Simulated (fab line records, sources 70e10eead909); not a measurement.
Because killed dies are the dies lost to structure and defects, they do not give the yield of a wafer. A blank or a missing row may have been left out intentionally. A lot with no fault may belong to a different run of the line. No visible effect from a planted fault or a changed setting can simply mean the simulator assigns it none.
fab line records ; flow nandHarc
record: lots: 24; wafers: 72; lastDay: 34
route steps=1302 shown P_M2@334 P_BONDPAD@353 A_ONON_D1@439
lots with no fault: from the same line, run without faults
startH: hours from the record's opening day to when the first of the lot's shown wafers began ; waitH: hours from the lot's prior step to this one ; " repeats the value in the row above ; L1.1+2: a row that stands for several wafers ; - either no value or no given start ; * or withheld: withheld ; < > ~ a bound
route shown NAME@n: names a module that has steps shown in the file, with the first one's number in the route ; usual: average and standard deviation across the fault-free wafers ; same: alike in all rows ; chamber/n: place in a boat ; sites: each site's reading ; _std_site: the standard deviation of these ; _edge_site: mean of outer sites minus mean of inner sites ; radiusMm: how far each site lies from the wafer's centre ; mask NAME#n: copy n ; behind: tool/chamber where the wafer was last shaped ; hold: cause of the lot's hold/its duration in hours/its outcome ; device: the transistor (n, p or np) that didn't switch ; end of line: the route-end tests of the same wafers ; a step with no rows: only its recipe ; killed: dies that structure and defects cost at the first sort, which is not the same as the wafer's yield ; map: a wafer's dies, marking killed ones x, the rest . and places with no die _
set.NAME: the setting that was run; set.NAME@STEP: the one run at that earlier step ; model.NAME: the simulator's own value behind a step, which no gauge read
steps of the route over a sample of lots; a table a step, a row a wafer
services: when a tool's chamber went out of use (startH, in hours from the record's first day, below 0 if earlier), for how many hours, and the reason
== steps ==
step: NHARC_P_M2_CD_MEAS_16
usual: cdNm: 169.8/0.57
lot.wafer;tool;chamber;startH;waitH;cdNm
L074.3;cdSem-03;-;134.88;-;169.1
L074.4;cdSem-03;-;134.88;-;169.4
L074.6;cdSem-03;-;134.88;-;169.3
L075.1;cdSem-02;-;138.12;-;169.5
L075.2;cdSem-02;-;138.12;-;169.8
L075.4;cdSem-02;-;138.12;-;170.1
L076.1;cdSem-03;-;145.65;-;170.3
L076.4;cdSem-03;-;145.65;-;170.7
L076.6;cdSem-03;-;145.65;-;169.6
L077.1;cdSem-02;-;163.89;-;170.2
L077.3;cdSem-02;-;163.89;-;170.4
L077.5;cdSem-02;-;163.89;-;170.4
L078.2;cdSem-01;-;175.91;-;170.1
L078.3;cdSem-01;-;175.91;-;170.3
L078.4;cdSem-01;-;175.91;-;170.2
L079.1;cdSem-03;-;182.68;-;168.8
L079.4;cdSem-03;-;182.68;-;169.0
L079.5;cdSem-03;-;182.68;-;169.8
L080.3;cdSem-02;-;190.42;-;169.7
L080.4;cdSem-02;-;190.42;-;169.5
L080.5;cdSem-02;-;190.42;-;169.9
L081.2;cdSem-03;-;207.11;-;169.5
L081.5;cdSem-03;-;207.11;-;169.6
L081.6;cdSem-03;-;207.11;-;169.5
L082.1;cdSem-03;-;211.54;-;169.5
L082.2;cdSem-03;-;211.54;-;169.6
L082.6;cdSem-03;-;211.54;-;169.1
L083.1;cdSem-03;-;220.50;-;169.7
L083.2;cdSem-03;-;220.50;-;169.8
L083.6;cdSem-03;-;220.50;-;169.9
L084.1;cdSem-02;-;226.42;-;170.0
L084.3;cdSem-02;-;226.42;-;169.3
L084.6;cdSem-02;-;226.42;-;169.9
L085.1;cdSem-01;-;241.48;-;169.8
L085.2;cdSem-01;-;241.48;-;170.7
L085.5;cdSem-01;-;241.48;-;170.1
L086.2;cdSem-02;-;254.18;-;170.1
L086.4;cdSem-02;-;254.18;-;170.2
L086.6;cdSem-02;-;254.18;-;169.8
L087.2;cdSem-01;-;278.08;-;169.9
L087.3;cdSem-01;-;278.08;-;170.5
L087.5;cdSem-01;-;278.08;-;170.4
L089.2;cdSem-02;-;279.72;-;170.8
L089.3;cdSem-02;-;279.72;-;170.0
L089.4;cdSem-02;-;279.72;-;171.0
L088.2;cdSem-01;-;280.05;-;170.1
L088.4;cdSem-01;-;280.05;-;169.1
L088.5;cdSem-01;-;280.05;-;170.1
L090.2;cdSem-03;-;295.33;-;170.4
L090.3;cdSem-03;-;295.33;-;170.3
L090.4;cdSem-03;-;295.33;-;170.0
L091.2;cdSem-03;-;302.81;-;170.1
L091.4;cdSem-03;-;302.81;-;170.4
L091.5;cdSem-03;-;302.81;-;170.4
L092.1;cdSem-03;-;309.14;-;170.0
L092.3;cdSem-03;-;309.14;-;169.9
L092.6;cdSem-03;-;309.14;-;170.3
L093.1;cdSem-02;-;324.39;-;170.1
L093.4;cdSem-02;-;324.39;-;169.7
L093.6;cdSem-02;-;324.39;-;169.9
L094.1;cdSem-03;-;329.00;-;170.1
L094.2;cdSem-03;-;329.00;-;170.2
L094.4;cdSem-03;-;329.00;-;170.1
L095.1;cdSem-02;-;337.13;-;169.4
L095.3;cdSem-02;-;337.13;-;169.0
L095.5;cdSem-02;-;337.13;-;168.9
L097.1;cdSem-03;-;356.35;-;168.9
L097.4;cdSem-03;-;356.35;-;169.2
L097.5;cdSem-03;-;356.35;-;169.1
L096.2;cdSem-02;-;357.46;-;170.2
L096.5;cdSem-02;-;357.46;-;168.9
L096.6;cdSem-02;-;357.46;-;169.6
step: NHARC_P_M2_ETCH_28
recipe: targetDepthA: 300; overEtchFrac: 0.3; timeS: 72.99; ionEnergyEv: 150; cf4FlowSccm: 50; n2FlowSccm: 100; arFlowSccm: 150; rfW: 300; biasW: 100; chemistry: CF4/N2
usual: drypumpMotorCurrentA: 5.7/0.38; oesProductAu: 1.000/0.0072; rfVppV: 314.8/1.6; showerheadPlenumPTorr: 2.66/0.083; throttleValvePct: 19.795/0.0091
lot.wafer;tool;chamber;startH;waitH;drypumpMotorCurrentA;oesProductAu;rfHoursCounterH;rfVppV;showerheadPlenumPTorr;throttleValvePct
L074.3;rieDiel-08;1;-;-;6.2;0.997;5.1;313.6;2.60;19.809
L074.4;rieDiel-08;2;-;-;5.8;1.006;6.5;314.6;2.66;19.791
L074.6;rieDiel-08;1;-;-;6.2;0.996;-;314.7;2.60;19.792
L075.4;rieDiel-11;2;-;-;5.9;0.999;3.6;314.3;2.53;19.783
L075.1;rieDiel-11;3;-;-;5.4;0.999;3.6;311.9;2.54;19.799
L075.2;rieDiel-11;0;-;-;5.9;0.993;3.1;313.7;2.64;19.791
L076.1;rieDiel-01;3;-;-;5.7;1.009;8.8;317.4;2.77;19.796
L076.6;rieDiel-01;2;-;-;5.7;1.002;-;314.3;2.59;19.812
L076.4;rieDiel-01;3;-;-;5.8;1.004;-;316.3;2.77;19.797
L077.3;rieDiel-01;1;-;-;5.4;0.994;7.2;316.1;2.77;19.788
L077.1;rieDiel-01;2;-;-;5.7;0.989;8.7;313.2;2.59;19.804
L077.5;rieDiel-01;2;-;-;5.7;0.992;-;312.9;2.59;19.797
L078.2;rieDiel-01;1;-;-;5.4;1.014;8.3;315.0;2.77;19.802
L078.3;rieDiel-01;2;-;-;5.7;0.995;9.8;312.4;2.59;19.795
L078.4;rieDiel-01;3;-;-;5.7;0.999;9.8;316.2;2.77;19.802
L079.1;rieDiel-11;0;-;-;5.9;1.003;4.0;315.8;2.64;19.786
L079.5;rieDiel-11;2;-;-;5.8;1.000;-;313.2;2.52;19.785
L079.4;rieDiel-11;3;-;-;5.4;0.994;-;311.8;2.54;19.808
L080.3;rieDiel-11;2;-;-;5.9;0.996;4.5;312.9;2.52;19.799
L080.5;rieDiel-11;0;-;-;5.9;0.997;-;316.1;2.64;19.814
L080.4;rieDiel-11;1;-;-;6.0;0.987;-;312.7;2.61;19.802
L081.2;rieDiel-08;3;-;-;5.6;0.989;0.4;316.1;2.66;19.802
L081.5;rieDiel-08;1;-;-;6.2;0.995;-;314.5;2.60;19.813
L081.6;rieDiel-08;2;-;-;5.8;0.999;-;315.6;2.66;19.801
L082.1;rieDiel-11;3;-;-;5.4;0.994;4.7;311.7;2.54;19.790
L082.2;rieDiel-11;0;-;-;5.9;1.009;6.0;313.9;2.64;19.792
L082.6;rieDiel-11;2;-;-;5.9;1.005;-;312.5;2.52;19.805
L083.1;rieDiel-01;2;-;-;5.7;0.988;0.8;312.9;2.59;19.778
L083.2;rieDiel-01;3;-;-;5.7;0.998;0.7;316.3;2.77;19.786
L083.6;rieDiel-01;1;-;-;5.4;1.003;-;316.2;2.77;19.788
L084.1;rieDiel-11;1;-;-;6.0;0.985;6.1;313.9;2.61;19.781
L084.3;rieDiel-11;2;-;-;5.9;0.995;6.7;312.1;2.52;19.794
L084.6;rieDiel-11;1;-;-;6.0;0.984;-;314.0;2.61;19.795
L085.2;rieDiel-08;3;-;-;5.6;0.994;2.1;316.0;2.65;19.802
L085.1;rieDiel-08;2;-;-;5.8;1.000;2.0;314.2;2.66;19.821
L085.5;rieDiel-08;2;-;-;5.8;1.002;-;315.6;2.66;19.790
L086.2;rieDiel-08;2;-;-;5.8;0.999;2.8;314.2;2.66;19.787
L086.4;rieDiel-08;0;-;-;6.4;0.998;3.2;315.0;2.72;19.790
L086.6;rieDiel-08;1;-;-;6.2;1.009;-;314.3;2.60;19.790
L087.2;rieDiel-08;0;-;-;6.4;1.001;4.1;315.0;2.72;19.801
L087.3;rieDiel-08;3;-;-;5.5;1.007;4.5;314.8;2.65;19.791
L087.5;rieDiel-08;0;-;-;6.4;0.995;-;316.0;2.72;19.790
L089.2;rieDiel-01;2;-;-;5.7;0.982;4.1;312.6;2.59;19.792
L089.4;rieDiel-01;0;-;-;4.9;0.985;4.5;317.5;2.78;19.791
L089.3;rieDiel-01;1;-;-;5.4;1.002;4.2;318.5;2.76;19.788
L088.2;rieDiel-08;0;-;-;6.4;1.001;4.3;316.3;2.72;19.787
L088.4;rieDiel-08;1;-;-;6.2;1.004;3.8;313.8;2.60;19.788
L088.5;rieDiel-08;3;-;-;5.6;1.003;-;315.5;2.65;19.797
L090.3;rieDiel-01;3;-;-;5.7;1.003;5.8;315.3;2.77;19.794
L090.2;rieDiel-01;0;-;-;4.9;0.996;5.9;316.4;2.78;19.796
L090.4;rieDiel-01;2;-;-;5.6;0.990;5.6;313.6;2.59;19.790
L091.2;rieDiel-01;0;-;-;4.9;1.008;6.0;316.1;2.78;19.804
L091.4;rieDiel-01;3;-;-;5.7;1.010;5.9;316.2;2.77;19.818
L091.5;rieDiel-01;0;-;-;4.9;1.000;-;316.0;2.78;19.790
L092.1;rieDiel-08;3;-;-;5.6;1.000;5.7;313.7;2.65;19.788
L092.3;rieDiel-08;1;-;-;6.2;0.994;5.1;315.1;2.60;19.784
L092.6;rieDiel-08;3;-;-;5.6;1.001;-;314.4;2.65;19.793
L093.1;rieDiel-08;1;-;-;6.2;0.997;5.3;312.8;2.59;19.791
L093.4;rieDiel-08;0;-;-;6.4;1.007;5.6;316.9;2.72;19.791
L093.6;rieDiel-08;2;-;-;5.8;1.010;-;314.9;2.66;19.785
L094.2;rieDiel-11;1;-;-;6.0;1.005;2.2;314.4;2.61;19.818
L094.4;rieDiel-11;2;-;-;5.9;1.016;3.0;312.5;2.52;19.786
L094.1;rieDiel-11;3;-;-;5.4;1.005;2.3;314.2;2.54;19.797
L095.3;rieDiel-01;0;-;-;4.9;1.006;7.5;317.0;2.78;19.795
L095.1;rieDiel-01;3;-;-;5.7;1.006;7.3;315.0;2.77;19.804
L095.5;rieDiel-01;0;-;-;4.9;1.001;-;316.7;2.78;19.790
L097.1;rieDiel-11;2;-;-;5.9;1.010;4.4;311.9;2.52;19.805
L097.5;rieDiel-11;0;-;-;5.9;1.008;-;314.2;2.64;19.793
L097.4;rieDiel-11;1;-;-;6.0;0.996;-;313.8;2.61;19.794
L096.2;rieDiel-08;1;-;-;6.2;0.991;7.2;312.7;2.59;19.805
L096.6;rieDiel-08;2;-;-;5.8;0.992;-;314.8;2.66;19.776
L096.5;rieDiel-08;3;-;-;5.6;0.995;-;313.2;2.65;19.782
step: NHARC_P_BONDPAD_THK_MEAS_33
recipe: thkMeasGauge: ellipsometry
usual: thkNm: 200.5/1.5
lot.wafer;tool;chamber;startH;waitH;thkNm
L074.3;filmMetro-01;-;138.38;0.2;199.6
L074.4;filmMetro-01;-;138.38;0.2;196.7
L074.6;filmMetro-01;-;138.38;0.2;199.7
L075.1;filmMetro-01;-;141.59;0.2;201.7
L075.2;filmMetro-01;-;141.59;0.2;199.0
L075.4;filmMetro-01;-;141.59;0.2;199.6
L076.1;filmMetro-01;-;149.22;0.2;198.2
L076.4;filmMetro-01;-;149.22;0.2;201.2
L076.6;filmMetro-01;-;149.22;0.2;201.2
L077.1;filmMetro-02;-;167.41;0.2;197.8
L077.3;filmMetro-02;-;167.41;0.2;199.5
L077.5;filmMetro-02;-;167.41;0.2;198.3
L078.2;filmMetro-02;-;179.41;0.2;199.6
L078.3;filmMetro-02;-;179.41;0.2;203.5
L078.4;filmMetro-02;-;179.41;0.2;200.5
L079.1;filmMetro-02;-;186.23;0.2;203.5
L079.4;filmMetro-02;-;186.23;0.2;201.4
L079.5;filmMetro-02;-;186.23;0.2;200.1
L080.3;filmMetro-02;-;194.27;0.2;199.4
L080.4;filmMetro-02;-;194.27;0.2;202.3
L080.5;filmMetro-02;-;194.27;0.2;199.9
L081.2;filmMetro-02;-;210.61;0.2;198.8
L081.5;filmMetro-02;-;210.61;0.2;200.0
L081.6;filmMetro-02;-;210.61;0.2;200.8
L082.1;filmMetro-02;-;215.02;0.2;200.7
L082.2;filmMetro-02;-;215.02;0.2;199.7
L082.6;filmMetro-02;-;215.02;0.2;198.9
L083.1;filmMetro-02;-;224.00;0.2;200.5
L083.2;filmMetro-02;-;224.00;0.2;199.0
L083.6;filmMetro-02;-;224.00;0.2;199.3
L084.1;filmMetro-01;-;230.11;0.2;195.5
L084.3;filmMetro-01;-;230.11;0.2;200.0
L084.6;filmMetro-01;-;230.11;0.2;200.5
L085.1;filmMetro-01;-;245.40;0.2;201.0
L085.2;filmMetro-01;-;245.40;0.2;200.7
L085.5;filmMetro-01;-;245.40;0.2;203.1
L086.2;filmMetro-01;-;257.67;0.2;199.1
L086.4;filmMetro-01;-;257.67;0.2;202.7
L086.6;filmMetro-01;-;257.67;0.2;202.4
L087.2;filmMetro-01;-;281.60;0.2;201.6
L087.3;filmMetro-01;-;281.60;0.2;202.2
L087.5;filmMetro-01;-;281.60;0.2;201.5
L089.2;filmMetro-01;-;283.20;0.1;200.7
L089.3;filmMetro-01;-;283.20;0.1;200.5
L089.4;filmMetro-01;-;283.20;0.1;199.5
L088.2;filmMetro-02;-;283.57;0.2;201.5
L088.4;filmMetro-02;-;283.57;0.2;200.1
L088.5;filmMetro-02;-;283.57;0.2;201.6
L090.2;filmMetro-01;-;298.81;0.2;201.8
L090.3;filmMetro-01;-;298.81;0.2;199.6
L090.4;filmMetro-01;-;298.81;0.2;202.0
L091.2;filmMetro-01;-;306.33;0.2;203.0
L091.4;filmMetro-01;-;306.33;0.2;199.6
L091.5;filmMetro-01;-;306.33;0.2;200.6
L092.1;filmMetro-01;-;312.79;0.1;200.9
L092.3;filmMetro-01;-;312.79;0.1;199.5
L092.6;filmMetro-01;-;312.79;0.1;202.8
L093.1;filmMetro-02;-;327.89;0.2;202.3
L093.4;filmMetro-02;-;327.89;0.2;198.4
L093.6;filmMetro-02;-;327.89;0.2;201.2
L094.1;filmMetro-02;-;332.69;0.2;199.7
L094.2;filmMetro-02;-;332.69;0.2;197.8
L094.4;filmMetro-02;-;332.69;0.2;197.9
L095.1;filmMetro-01;-;341.12;0.2;202.3
L095.3;filmMetro-01;-;341.12;0.2;198.1
L095.5;filmMetro-01;-;341.12;0.2;200.4
L097.1;filmMetro-01;-;360.05;0.2;199.6
L097.4;filmMetro-01;-;360.05;0.2;201.1
L097.5;filmMetro-01;-;360.05;0.2;199.9
L096.2;filmMetro-01;-;361.34;0.2;203.1
L096.5;filmMetro-01;-;361.34;0.2;200.6
L096.6;filmMetro-01;-;361.34;0.2;200.7
step: NHARC_P_BONDPAD_PRE_CLEAN_26
recipe: timeS: 30; tempC: 280; gas: H2/He
usual: heaterPowerW: 408/39
lot.wafer;tool;chamber;startH;waitH;heaterPowerW
L074.4;pvdSputter-01;-;-;-;359
L074.3;pvdSputter-01;-;-;-;397
L074.6;pvdSputter-01;-;-;-;437
L075.2;pvdSputter-01;-;-;-;392
L075.4;pvdSputter-01;-;-;-;398
L075.1;pvdSputter-01;-;-;-;427
L076.4;pvdSputter-02;-;-;-;399
L076.1;pvdSputter-02;-;-;-;439
L076.6;pvdSputter-02;-;-;-;476
L077.1;pvdSputter-03;-;-;-;435
L077.3;pvdSputter-03;-;-;-;333
L077.5;pvdSputter-03;-;-;-;438
L078.3;pvdSputter-01;-;-;-;429
L078.4;pvdSputter-01;-;-;-;370
L078.2;pvdSputter-01;-;-;-;390
L079.4;pvdSputter-02;-;-;-;443
L079.1;pvdSputter-02;-;-;-;409
L079.5;pvdSputter-02;-;-;-;443
L080.3;pvdSputter-01;-;-;-;428
L080.4;pvdSputter-01;-;-;-;395
L080.5;pvdSputter-01;-;-;-;389
L081.2;pvdSputter-03;-;-;-;389
L081.5;pvdSputter-03;-;-;-;318
L081.6;pvdSputter-03;-;-;-;382
L082.2;pvdSputter-03;-;-;-;425
L082.1;pvdSputter-03;-;-;-;417
L082.6;pvdSputter-03;-;-;-;417
L083.1;pvdSputter-01;-;-;-;410
L083.2;pvdSputter-01;-;-;-;422
L083.6;pvdSputter-01;-;-;-;366
L084.3;pvdSputter-02;-;-;-;434
L084.1;pvdSputter-02;-;-;-;406
L084.6;pvdSputter-02;-;-;-;478
L085.2;pvdSputter-01;-;-;-;387
L085.1;pvdSputter-01;-;-;-;370
L085.5;pvdSputter-01;-;-;-;375
L086.4;pvdSputter-02;-;-;-;443
L086.2;pvdSputter-02;-;-;-;394
L086.6;pvdSputter-02;-;-;-;402
L087.2;pvdSputter-03;-;-;-;376
L087.3;pvdSputter-03;-;-;-;430
L087.5;pvdSputter-03;-;-;-;319
L089.3;pvdSputter-03;-;-;-;380
L089.4;pvdSputter-03;-;-;-;418
L089.2;pvdSputter-03;-;-;-;316
L088.4;pvdSputter-01;-;-;-;433
L088.2;pvdSputter-01;-;-;-;420
L088.5;pvdSputter-01;-;-;-;426
L090.4;pvdSputter-01;-;-;-;437
L090.3;pvdSputter-01;-;-;-;384
L090.2;pvdSputter-01;-;-;-;416
L091.2;pvdSputter-01;-;-;-;388
L091.4;pvdSputter-01;-;-;-;414
L091.5;pvdSputter-01;-;-;-;386
L092.3;pvdSputter-03;-;-;-;328
L092.1;pvdSputter-03;-;-;-;426
L092.6;pvdSputter-03;-;-;-;320
L093.1;pvdSputter-03;-;-;-;384
L093.4;pvdSputter-03;-;-;-;327
L093.6;pvdSputter-03;-;-;-;433
L094.1;pvdSputter-02;-;-;-;417
L094.2;pvdSputter-02;-;-;-;475
L094.4;pvdSputter-02;-;-;-;395
L095.1;pvdSputter-02;-;-;-;391
L095.3;pvdSputter-02;-;-;-;410
L095.5;pvdSputter-02;-;-;-;390
L097.1;pvdSputter-02;-;-;-;472
L097.4;pvdSputter-02;-;-;-;465
L097.5;pvdSputter-02;-;-;-;468
L096.2;pvdSputter-02;-;-;-;468
L096.5;pvdSputter-02;-;-;-;386
L096.6;pvdSputter-02;-;-;-;465
step: NHARC_P_BONDPAD_PVD_27
recipe: targetThkA: 300; chamberPressurePa: 5; powerW: 5000; substrateTempC: 30; timeS: 20.49; material: Cu
usual: throttleValvePct: 30.2/1
lot.wafer;tool;chamber;startH;waitH;throttleValvePct
L074.4;pvdSputter-01;-;-;-;29.6
L074.3;pvdSputter-01;-;-;-;31.1
L074.6;pvdSputter-01;-;-;-;32.0
L075.4;pvdSputter-01;-;-;-;32.1
L075.1;pvdSputter-01;-;-;-;29.5
L075.2;pvdSputter-01;-;-;-;28.6
L076.1;pvdSputter-02;-;-;-;30.4
L076.4;pvdSputter-02;-;-;-;30.0
L076.6;pvdSputter-02;-;-;-;29.8
L077.1;pvdSputter-03;-;-;-;28.4
L077.3;pvdSputter-03;-;-;-;31.0
L077.5;pvdSputter-03;-;-;-;28.2
L078.3;pvdSputter-01;-;-;-;29.6
L078.4;pvdSputter-01;-;-;-;31.0
L078.2;pvdSputter-01;-;-;-;28.6
L079.4;pvdSputter-02;-;-;-;30.1
L079.1;pvdSputter-02;-;-;-;29.7
L079.5;pvdSputter-02;-;-;-;29.9
L080.4;pvdSputter-01;-;-;-;32.0
L080.3;pvdSputter-01;-;-;-;29.8
L080.5;pvdSputter-01;-;-;-;29.3
L081.2;pvdSputter-03;-;-;-;31.2
L081.6;pvdSputter-03;-;-;-;30.3
L081.5;pvdSputter-03;-;-;-;28.9
L082.2;pvdSputter-03;-;-;-;31.1
L082.1;pvdSputter-03;-;-;-;28.7
L082.6;pvdSputter-03;-;-;-;29.1
L083.2;pvdSputter-01;-;-;-;30.9
L083.1;pvdSputter-01;-;-;-;32.0
L083.6;pvdSputter-01;-;-;-;29.6
L084.1;pvdSputter-02;-;-;-;29.8
L084.3;pvdSputter-02;-;-;-;30.8
L084.6;pvdSputter-02;-;-;-;30.8
L085.2;pvdSputter-01;-;-;-;29.2
L085.1;pvdSputter-01;-;-;-;31.6
L085.5;pvdSputter-01;-;-;-;29.0
L086.2;pvdSputter-02;-;-;-;29.7
L086.4;pvdSputter-02;-;-;-;30.7
L086.6;pvdSputter-02;-;-;-;30.1
L087.3;pvdSputter-03;-;-;-;29.4
L087.2;pvdSputter-03;-;-;-;30.5
L087.5;pvdSputter-03;-;-;-;29.2
L089.3;pvdSputter-03;-;-;-;28.8
L089.2;pvdSputter-03;-;-;-;29.1
L089.4;pvdSputter-03;-;-;-;31.1
L088.4;pvdSputter-01;-;-;-;29.2
L088.2;pvdSputter-01;-;-;-;29.7
L088.5;pvdSputter-01;-;-;-;31.5
L090.3;pvdSputter-01;-;-;-;29.0
L090.2;pvdSputter-01;-;-;-;31.6
L090.4;pvdSputter-01;-;-;-;29.4
L091.2;pvdSputter-01;-;-;-;29.3
L091.4;pvdSputter-01;-;-;-;31.6
L091.5;pvdSputter-01;-;-;-;31.4
L092.3;pvdSputter-03;-;-;-;30.1
L092.1;pvdSputter-03;-;-;-;28.7
L092.6;pvdSputter-03;-;-;-;31.3
L093.4;pvdSputter-03;-;-;-;29.2
L093.1;pvdSputter-03;-;-;-;29.2
L093.6;pvdSputter-03;-;-;-;29.1
L094.4;pvdSputter-02;-;-;-;30.2
L094.2;pvdSputter-02;-;-;-;29.4
L094.1;pvdSputter-02;-;-;-;30.3
L095.3;pvdSputter-02;-;-;-;30.0
L095.1;pvdSputter-02;-;-;-;29.3
L095.5;pvdSputter-02;-;-;-;29.3
L097.4;pvdSputter-02;-;-;-;29.5
L097.1;pvdSputter-02;-;-;-;31.9
L097.5;pvdSputter-02;-;-;-;29.6
L096.2;pvdSputter-02;-;-;-;29.4
L096.5;pvdSputter-02;-;-;-;29.3
L096.6;pvdSputter-02;-;-;-;31.8
step: NHARC_A_ONON_D1_THK_MEAS_21
recipe: thkMeasGauge: ellipsometry
usual: thkNm: 1001/10
lot.wafer;tool;chamber;startH;waitH;thkNm
L075.1;filmMetro-01;-;177.69;-;996
L075.2;filmMetro-01;-;177.69;-;998
L075.4;filmMetro-01;-;177.69;-;996
L074.3;filmMetro-02;-;177.70;-;1005
L074.4;filmMetro-02;-;177.70;-;1004
L074.6;filmMetro-02;-;177.70;-;1004
L076.1;filmMetro-02;-;190.76;-;1007
L076.4;filmMetro-02;-;190.76;-;1007
L076.6;filmMetro-02;-;190.76;-;1008
L077.1;filmMetro-02;-;205.54;-;996
L077.3;filmMetro-02;-;205.54;-;996
L077.5;filmMetro-02;-;205.54;-;995
L078.2;filmMetro-01;-;220.13;-;998
L078.3;filmMetro-01;-;220.13;-;998
L078.4;filmMetro-01;-;220.13;-;1000
L079.1;filmMetro-01;-;226.73;-;1005
L079.4;filmMetro-01;-;226.73;-;1003
L079.5;filmMetro-01;-;226.73;-;1002
L080.3;filmMetro-02;-;235.45;-;1001
L080.4;filmMetro-02;-;235.45;-;999
L080.5;filmMetro-02;-;235.45;-;1001
L082.1;filmMetro-01;-;252.00;-;973
L082.2;filmMetro-01;-;252.00;-;972
L082.6;filmMetro-01;-;252.00;-;973
L081.2;filmMetro-02;-;252.03;-;996
L081.5;filmMetro-02;-;252.03;-;996
L081.6;filmMetro-02;-;252.03;-;997
L083.1;filmMetro-01;-;262.67;-;1002
L083.2;filmMetro-01;-;262.67;-;1001
L083.6;filmMetro-01;-;262.67;-;1000
L084.1;filmMetro-02;-;267.91;-;1008
L084.3;filmMetro-02;-;267.91;-;1009
L084.6;filmMetro-02;-;267.91;-;1008
L085.1;filmMetro-01;-;282.87;-;991
L085.2;filmMetro-01;-;282.87;-;986
L085.5;filmMetro-01;-;282.87;-;987
L086.2;filmMetro-02;-;295.36;-;986
L086.4;filmMetro-02;-;295.36;-;988
L086.6;filmMetro-02;-;295.36;-;987
L087.2;filmMetro-01;-;321.67;-;1003
L087.3;filmMetro-01;-;321.67;-;1006
L087.5;filmMetro-01;-;321.67;-;1003
L088.2;filmMetro-01;-;321.80;-;1010
L088.4;filmMetro-01;-;321.80;-;1008
L088.5;filmMetro-01;-;321.80;-;1009
L089.2;filmMetro-01;-;322.02;-;994
L089.3;filmMetro-01;-;322.02;-;995
L089.4;filmMetro-01;-;322.02;-;993
L090.2;filmMetro-01;-;340.24;-;988
L090.3;filmMetro-01;-;340.24;-;988
L090.4;filmMetro-01;-;340.24;-;987
L091.2;filmMetro-02;-;348.04;-;1022
L091.4;filmMetro-02;-;348.04;-;1021
L091.5;filmMetro-02;-;348.04;-;1022
L092.1;filmMetro-02;-;359.28;-;1009
L092.3;filmMetro-02;-;359.28;-;1011
L092.6;filmMetro-02;-;359.28;-;1012
L093.1;filmMetro-01;-;372.30;-;1005
L093.4;filmMetro-01;-;372.30;-;1005
L093.6;filmMetro-01;-;372.30;-;1005
L094.1;filmMetro-02;-;372.36;-;1011
L094.2;filmMetro-02;-;372.36;-;1010
L094.4;filmMetro-02;-;372.36;-;1011
L095.1;filmMetro-01;-;382.02;-;1011
L095.3;filmMetro-01;-;382.02;-;1011
L095.5;filmMetro-01;-;382.02;-;1012
L097.1;filmMetro-01;-;400.20;-;990
L097.4;filmMetro-01;-;400.20;-;991
L097.5;filmMetro-01;-;400.20;-;992
L096.2;filmMetro-02;-;400.21;-;1010
L096.5;filmMetro-02;-;400.21;-;1010
L096.6;filmMetro-02;-;400.21;-;1011
== services ==
tool;chamber;startH;hours;kind
pvdSputter-01;-;121.61;4.5;repair
pvdSputter-02;-;155.73;2.6;repair
pvdSputter-03;-;161.99;6.5;repair
rieDiel-11;1;179.52;4.2;repair
pvdSputter-03;-;180.44;10.0;pm
rieDiel-11;3;189.08;8.6;repair
rieDiel-08;-;190.80;9.0;pm
rieDiel-01;-;196.79;0.6;repair
rieDiel-11;3;202.24;6.2;repair
rieDiel-01;-;203.83;9.0;pm
pvdSputter-02;-;217.49;0.7;repair
pvdSputter-01;-;226.02;10.0;pm
rieDiel-08;1;238.27;7.7;repair
rieDiel-08;-;242.98;0.8;repair
rieDiel-11;-;255.53;9.0;pm
rieDiel-01;3;260.05;2.4;repair
rieDiel-01;0;271.69;7.7;repair
rieDiel-08;0;274.41;3.5;repair
pvdSputter-02;-;282.00;10.0;pm
rieDiel-01;-;321.52;0.3;repair
rieDiel-01;-;346.65;0.7;repair
pvdSputter-03;-;348.46;1.8;repair
rieDiel-08;-;352.35;0.3;repair
pvdSputter-03;-;358.44;10.0;pm
== key ==
fault none
